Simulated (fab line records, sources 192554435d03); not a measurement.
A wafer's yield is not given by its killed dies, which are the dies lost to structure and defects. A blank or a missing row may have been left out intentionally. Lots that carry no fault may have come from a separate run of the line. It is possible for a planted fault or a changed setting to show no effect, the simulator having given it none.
Struck lot and sound lot, side by side -- flow n5_finfet -- 14 out of 1938 route steps
Sound: wafers L701.3, L701.4, L701.5. Struck: wafer L709.2 (L709.4, L709.6, from the same lot, were not struck and are left out); the cause is given at the end.
Each step with rows lists, per side, the tool, then ch with its chambers, then its first start. Under that, the readings that differ: sound wafers -- struck wafers -- difference of the means -- sigmas: that difference in standard deviations of wafers without a fault.
alike: readings whose means differ by less than 2 such deviations, and words and numbers that are the same on both sides. not compared: withheld readings, readings that some wafer has no value for, bounds like >300 that may hide the same value, and numbers for which the record gives no deviation and whose values overlap.
The two part at a step that has a row with sigmas, a row that says differs or no value, or rows on one side only. Non-overlapping numbers with no deviation appear without sigmas and do not part them. A reading missing from all wafers of one side parts the sides only when that side holds two or more wafers.

N5_HKMG_FIN_STRIP_93: strips SOC in N2/H2, time 20 s.
  sound on rie_diel-05 ch 0,1,2, day 5 14:52; struck on rie_diel-01 ch 2, day 7 13:04
  alike: drypump_motor_current_A, n2_flow_sccm, oes_product_au, rf_vpp_V, showerhead_plenum_p_Torr, throttle_valve_pct
  not compared: rf_hours_counter_h
then, 1 step without rows for these wafers: N5_HKMG_FIN_WET_ETCH_76 (etches Al2O3 in dNH4OH, stops on La2O3, target depth 2.25 nm, rinse time 30 s).
N5_HKMG_FIN_STRIP_60: strips in N2/H2, time 360 s.
  sound on plasma_asher-02 ch 0,1, day 5 15:08; struck on plasma_asher-02 ch 1, day 7 13:13
reading,sound,struck,difference,sigmas
rf_hours_counter_h (h),- - -,103,no value on the sound wafers,
  alike: drypump_motor_current_A, heater_power_w, n2_flow_sccm
then, 2 steps without rows for these wafers: N5_HKMG_FIN_WET_ETCH_77 (etches La2O3 in dHCl, stops on HfO2, target depth 2 nm); N5_HKMG_FIN_WET_ETCH_78 (etches Al2O3 in dNH4OH, stops on La2O3, target depth 4.5 nm, rinse time 30 s).
N5_HKMG_FIN_ALD_79: deposits TiN, target thk 1.5 nm, pulse time 1 s, purge time 3 s.
  sound on ald_metal-03 ch 0,1, day 5 15:31; struck on ald_metal-04 ch 0, day 7 13:43
  alike: heater_power_outer_w, heater_power_w, precursor_pulse_height_rel
  not compared: ald_cycles
N5_HKMG_FIN_CVD_62: deposits a-Si from Si2H6, target thk 3 nm, time 20.8 s.
  sound on thermal_cvd_si-01 ch 0,1,2, day 5 15:53; struck on thermal_cvd_si-01 ch 2, day 7 14:04
  alike: heater_power_outer_w, heater_power_w
then, 5 steps without rows for these wafers: N5_HKMG_FIN_RTA_80 (time 2 s); N5_HKMG_FIN_PRECLEAN_64 (cleans in dHF, time 30 s); N5_HKMG_FIN_WET_ETCH_65 (etches a-Si in TMAH, stops on TiN, time 49 s, target depth 3 nm); N5_HKMG_FIN_WET_ETCH_81 (etches TiN in SC1, stops on HfO2, time 57 s, target depth 6 nm); N5_HKMG_FIN_WET_ETCH_82 (etches La2O3 in dHCl, stops on HfO2, target depth 2 nm, rinse time 30 s).
N5_HKMG_FIN_ALD_36: deposits TiN, target thk 1 nm, pulse time 1 s, purge time 3 s.
  sound on ald_metal-02 ch 1,3, day 5 16:19; struck on ald_metal-02 ch 3, day 7 14:51
reading,sound,struck,difference,sigmas
ald_cycles,47 47 47,26,-21,
model.TiN_of_HKMG_FIN_ALD_36.thk_nm (nm),1 1 1,0.6,-0.4,
  alike: heater_power_outer_w, heater_power_w, precursor_pulse_height_rel
N5_HKMG_FIN_THK_MEAS_70: measures by xrf.
  sound on film_metro-02, day 5 16:35; struck on film_metro-02, day 7 15:08
reading,sound,struck,difference,sigmas
HK_THK (nm),1.612 1.619 1.572,1.556,-0.045,-2

WHERE THEY PART
Earliest at N5_HKMG_FIN_STRIP_60; latest, in this record, at N5_HKMG_FIN_THK_MEAS_70.

WHY: what had been put in by the simulator
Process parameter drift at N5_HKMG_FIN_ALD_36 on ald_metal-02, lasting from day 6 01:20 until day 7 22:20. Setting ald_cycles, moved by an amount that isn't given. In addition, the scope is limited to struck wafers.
